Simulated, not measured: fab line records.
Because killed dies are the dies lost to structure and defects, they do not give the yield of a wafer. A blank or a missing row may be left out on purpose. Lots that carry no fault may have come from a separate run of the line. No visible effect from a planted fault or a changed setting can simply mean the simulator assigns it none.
Which tool is to blame? || flow n5 finfet || route of 1938 steps, sampled at 1 step: 24 lots, 72 wafers

WHAT THE GAUGES SHOWED, per wafer
N5_BEOL_M5_OVL_MEAS_29. Usual: V4_OVL gives -0.2 nm (standard deviation 0.67).
{"lot": "L074", "measured": "day 8 07:08", "on": "overlay-01", "V4_OVL (nm)": "-0.9 -0.6 -0.7", "flag": ""}
{"lot": "L075", "measured": "day 8 13:33", "on": "overlay-02", "V4_OVL (nm)": "0.0 -0.8 -0.5", "flag": ""}
{"lot": "L076", "measured": "day 8 22:16", "on": "overlay-01", "V4_OVL (nm)": "0.0 0.0 -0.5", "flag": ""}
{"lot": "L077", "measured": "day 9 10:30", "on": "overlay-01", "V4_OVL (nm)": "-0.3 -1.0 0.0", "flag": ""}
{"lot": "L081", "measured": "day 9 14:11", "on": "overlay-01", "V4_OVL (nm)": "-0.7 -0.4 -0.1", "flag": ""}
{"lot": "L079", "measured": "day 9 17:20", "on": "overlay-01", "V4_OVL (nm)": "-0.6 -1.2 -0.4", "flag": ""}
{"lot": "L080", "measured": "day 9 17:23", "on": "overlay-02", "V4_OVL (nm)": "0.1 1.0 0.6", "flag": ""}
{"lot": "L078", "measured": "day 9 17:34", "on": "overlay-02", "V4_OVL (nm)": "0.2 -0.2 -0.2", "flag": ""}
{"lot": "L082", "measured": "day 9 23:14", "on": "overlay-02", "V4_OVL (nm)": "0.1 0.8 -0.2", "flag": ""}
{"lot": "L083", "measured": "day 10 07:50", "on": "overlay-02", "V4_OVL (nm)": "0.4 -0.1 0.0", "flag": ""}
{"lot": "L084", "measured": "day 10 14:01", "on": "overlay-02", "V4_OVL (nm)": "0.5 0.3 0.2", "flag": ""}
{"lot": "L085", "measured": "day 11 11:15", "on": "overlay-01", "V4_OVL (nm)": "0.1 -1.9 -1.0", "flag": ""}
{"lot": "L087", "measured": "day 11 11:19", "on": "overlay-02", "V4_OVL (nm)": "0.0 -0.3 0.5", "flag": ""}
{"lot": "L086", "measured": "day 11 19:50", "on": "overlay-01", "V4_OVL (nm)": "0.0 0.2 -0.3", "flag": ""}
{"lot": "L089", "measured": "day 11 23:28", "on": "overlay-02", "V4_OVL (nm)": "1.0 0.8 0.6", "flag": ""}
{"lot": "L091", "measured": "day 12 01:17", "on": "overlay-01", "V4_OVL (nm)": "0.0 0.0 0.4", "flag": ""}
{"lot": "L088", "measured": "day 12 01:56", "on": "overlay-01", "V4_OVL (nm)": "-1.1 -0.2 0.0", "flag": ""}
{"lot": "L090", "measured": "day 12 06:15", "on": "overlay-02", "V4_OVL (nm)": "0.3 -1.7 -0.3", "flag": ""}
{"lot": "L093", "measured": "day 12 15:37", "on": "overlay-02", "V4_OVL (nm)": "-1.5 -1.6 -1.5", "flag": ""}
{"lot": "L092", "measured": "day 13 03:26", "on": "overlay-01", "V4_OVL (nm)": "0.7 0.2 0.5", "flag": ""}
{"lot": "L094", "measured": "day 13 11:23", "on": "overlay-01", "V4_OVL (nm)": "-0.7 -0.1 -1.2", "flag": ""}
{"lot": "L096", "measured": "day 14 02:57", "on": "overlay-02", "V4_OVL (nm)": "-1.1 -1.4 -2.0", "flag": ""}
{"lot": "L095", "measured": "day 14 03:00", "on": "overlay-01", "V4_OVL (nm)": "-0.6 -0.9 -0.8", "flag": ""}
{"lot": "L097", "measured": "day 14 07:23", "on": "overlay-01", "V4_OVL (nm)": "1.2 -0.1 -0.3", "flag": ""}

WHICH TOOL RAN EACH LOT (tool, then ch and the chambers of the sampled wafers, then the start)
Record: no process step prior to these readings.

AS READ BY THE TOOLS THEMSELVES (means over the sampled wafers that have a number; for cases with no such wafer, the mark the record gives instead)
The record holds no such reading with a usual standard deviation.

THE ANSWER, worked out from the rows above alone
Rule: a lot is off if the mean of its wafers that have a number lies more than 3 standard deviations from the usual mean. Also off: a lot with no number at a reading for which 4 or more lots have one. Any other lot the step has rows for is counted as sound. Order of review: gauges by route order, followed by the tools' own readings, for which a lot's mean as printed above is used. The first step at which some lot is off is used, and at that step the reading that is off furthest; a lot without a number counts as furthest.
Nothing can be told from this: no lot is off at any reading shown.

WHAT HAD BEEN PUT IN BY THE SIMULATOR
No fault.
